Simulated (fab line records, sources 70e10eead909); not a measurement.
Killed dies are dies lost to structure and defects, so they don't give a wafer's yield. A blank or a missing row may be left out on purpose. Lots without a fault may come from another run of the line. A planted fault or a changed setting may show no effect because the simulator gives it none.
Chamber matching | flow nand_harc | NHARC_A_STAIRCASE_TRIM_12 on rie_diel-05: 4 sister chambers
The step chemistry O2, time 211.2 s. 4 wafers are shown with their chamber, then 9 later ones without.

WAFERS WITH THEIR CHAMBER
wafer  | chamber | drypump_motor_current_A (A)
L088.5 | 1       | 6.7
L088.6 | 0       | 5.5
L089.4 | 3       | 5.0
L089.6 | 2       | 6.3

WAFERS WITHOUT THEIR CHAMBER
wafer  | drypump_motor_current_A (A)
L092.4 | 6.7
L092.5 | 6.3
L092.6 | 5.0
L094.1 | 5.0
L094.2 | 6.6
L094.3 | 6.3
L096.2 | 6.3
L096.3 | 5.5
L096.6 | 6.4

WHICH CHAMBER EACH WENT THROUGH
wafer  | from the rows above | in truth
L092.4 | 1                   | 1
L092.5 | 2                   | 2
L092.6 | 3                   | 3
L094.1 | 3                   | 3
L094.2 | 1                   | 1
L094.3 | 2                   | 2
L096.2 | 2                   | 2
L096.3 | 0                   | 0
L096.6 | 2                   | 2
Placed correctly: 9 of 9. Can't be placed from these rows: 0. Placed wrongly: 0.
How it was worked out, from the rows above alone: a wafer's distance from a chamber is the root of the sum, over the readings, of the square of ((its reading less the chamber's mean) divided by the reading's scatter). The wafer belongs to the nearest chamber; if the next one is less than 2 further off, it can't be placed. A chamber's mean is the mean of its shown wafers. The scatter: with one shown wafer a chamber, the root of the mean of the squares of how far each hidden wafer lies from its nearest shown one.
